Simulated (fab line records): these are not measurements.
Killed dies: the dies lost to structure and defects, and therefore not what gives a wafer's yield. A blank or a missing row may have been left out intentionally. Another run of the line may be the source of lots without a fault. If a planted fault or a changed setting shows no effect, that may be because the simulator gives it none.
Matching of chambers -- flow n5_finfet -- N5_BEOL_M11_STRIP_19 on rie_diel-06 has 4 sister chambers
The step strips in O2. 4 wafers are shown with their chamber, then 9 later ones without.

## WAFERS, EACH WITH ITS CHAMBER
wafer,chamber,showerhead_plenum_p_Torr (Torr)
L083.4,0,1.96
L088.1,3,2.10
L088.5,1,2.17
L088.6,2,2.06

## WAFERS WITH NO CHAMBER GIVEN
wafer,showerhead_plenum_p_Torr (Torr)
L091.2,2.06
L091.5,2.22
L091.6,2.06
L095.2,2.22
L095.5,2.17
L095.6,2.05
L096.4,2.05
L096.5,2.17
L096.6,2.22

## THE CHAMBER EACH PASSED THROUGH
wafer,from the rows above,in truth
L091.2,can't be placed: 2 or 3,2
L091.5,1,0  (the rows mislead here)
L091.6,can't be placed: 2 or 3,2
L095.2,1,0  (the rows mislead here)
L095.5,1,1
L095.6,can't be placed: 2 or 3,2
L096.4,can't be placed: 2 or 3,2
L096.5,1,1
L096.6,1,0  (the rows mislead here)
Correct placement for 2 of the 9. Cannot be placed on the basis of these rows: 4; the candidates contain the true chamber in 4. Placed wrongly: 3.
How it was worked out, from the rows above alone: a wafer's distance from a chamber is the root of the sum, over the readings, of the square of ((its reading less the chamber's mean) divided by the reading's scatter). If the next closest chamber is less than 2 further off than the closest, the wafer can't be placed; otherwise it belongs to the closest. Each chamber's mean is taken over the wafers shown for it. The scatter: root of mean squared gap, hidden wafer to nearest shown wafer, with one shown wafer a chamber.
